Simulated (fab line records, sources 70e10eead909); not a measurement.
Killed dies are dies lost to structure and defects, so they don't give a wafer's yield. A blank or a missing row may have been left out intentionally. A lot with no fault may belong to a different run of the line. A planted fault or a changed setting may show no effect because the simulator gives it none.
Chamber matching + flow nand harc + pecvd-04 running NHARC_A_STAIRCASE_DEP_151: 3 sister chambers
The step deposits SiO2, target thk 3800 nm. 16 wafers are shown with their chamber, then 8 later ones without.

== EACH WAFER AND ITS CHAMBER ==
| wafer  | chamber | heater power w (W) | susceptor temp C (C) |
|--------|---------|--------------------|----------------------|
| L074.2 | 1       | 864                | 400.41               |
| L074.4 | 2       | 503                | 400.18               |
| L074.6 | 1       | 730                | 400.00               |
| L077.3 | 2       | 517                | 400.32               |
| L077.5 | 2       | 514                | 399.89               |
| L077.6 | 1       | 731                | 399.75               |
| L079.1 | 0       | 736                | 399.92               |
| L079.2 | 2       | 631                | 400.27               |
| L079.5 | 2       | 508                | 400.02               |
| L080.1 | 2       | 573                | 400.08               |
| L080.2 | 1       | 868                | 399.96               |
| L080.3 | 0       | 686                | 400.08               |
| L083.2 | 2       | 531                | 399.76               |
| L083.3 | 0       | 759                | 400.24               |
| L083.5 | 2       | 516                | 399.78               |
| L086.1 | 1       | 881                | 399.91               |

SIGNATURES, as means of the wafers listed above
| reading          | chamber 0 | chamber 1 | chamber 2 | scatter within a chamber |
|------------------|-----------|-----------|-----------|--------------------------|
| heater power w   | 727.00    | 814.80    | 536.62    | 55.6                     |
| susceptor temp C | 400.0800  | 400.0060  | 400.0375  | 0.217                    |
Rule: distance of a wafer from a chamber = root of the sum over the readings of ((wafer's reading minus chamber's mean) / reading's scatter) squared. The wafer belongs to the nearest chamber; if the next one is less than 2 further off, it can't be placed. The scatter is the square root of a quotient: the sum, over the shown wafers, of each reading's squared deviation from its chamber's mean, divided by wafers minus chambers.

== WAFERS WITHOUT THEIR CHAMBER ==
| wafer  | heater power w (W) | susceptor temp C (C) |
|--------|--------------------|----------------------|
| L086.2 | 613                | 400.15               |
| L086.6 | 717                | 399.93               |
| L088.1 | 675                | 400.02               |
| L088.3 | 921                | 400.27               |
| L088.5 | 743                | 400.31               |
| L096.3 | 792                | 400.25               |
| L096.5 | 703                | 400.09               |
| L096.6 | 714                | 400.17               |

== WHICH CHAMBER EACH ONE RAN IN ==
| wafer  | from the rows above          | in truth |
|--------|------------------------------|----------|
| L086.2 | can't be placed: 2 or 0      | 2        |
| L086.6 | can't be placed: 0 or 1      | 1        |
| L088.1 | can't be placed: 0 or 2 or 1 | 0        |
| L088.3 | can't be placed: 1 or 0      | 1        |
| L088.5 | can't be placed: 0 or 1      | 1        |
| L096.3 | can't be placed: 1 or 0      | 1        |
| L096.5 | can't be placed: 0 or 1      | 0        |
| L096.6 | can't be placed: 0 or 1      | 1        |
Placed correctly: 0 of 8. Unplaceable from these rows: 8, with the true chamber sitting among the candidates in 8. 0 placed wrongly.
